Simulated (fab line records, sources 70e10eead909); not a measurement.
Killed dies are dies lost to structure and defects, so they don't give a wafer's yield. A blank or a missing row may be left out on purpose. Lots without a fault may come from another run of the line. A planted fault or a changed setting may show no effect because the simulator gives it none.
Chamber matching | flow nand_harc | NHARC_A_STAIRCASE_DESCUM_168 on rie_diel-06: 3 sister chambers
The step chemistry O2, time 3 s. 3 wafers are shown with their chamber, then 8 later ones without.

WAFERS WITH THEIR CHAMBER
wafer  | chamber | drypump_motor_current_A (A)
L086.5 | 2       | 5.0
L092.5 | 1       | 5.5
L092.6 | 0       | 5.7

WAFERS WITHOUT THEIR CHAMBER
wafer  | drypump_motor_current_A (A)
L093.1 | 5.5
L093.2 | 5.6
L093.3 | 5.0
L093.5 | 5.6
L093.6 | 5.5
L094.2 | 5.6
L094.4 | 5.0
L094.5 | 5.5

WHICH CHAMBER EACH WENT THROUGH
wafer  | from the rows above     | in truth
L093.1 | 1                       | 1
L093.2 | can't be placed: 1 or 0 | 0
L093.3 | 2                       | 2
L093.5 | can't be placed: 1 or 0 | 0
L093.6 | 1                       | 1
L094.2 | can't be placed: 1 or 0 | 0
L094.4 | 2                       | 2
L094.5 | 1                       | 1
Placed correctly: 5 of 8. Can't be placed from these rows: 3 (the true chamber is among the candidates in 3). Placed wrongly: 0.
How it was worked out, from the rows above alone: a wafer's distance from a chamber is the root of the sum, over the readings, of the square of ((its reading less the chamber's mean) divided by the reading's scatter). The wafer belongs to the nearest chamber; if the next one is less than 2 further off, it can't be placed. A chamber's mean is the mean of its shown wafers. The scatter: with one shown wafer a chamber, the root of the mean of the squares of how far each hidden wafer lies from its nearest shown one.
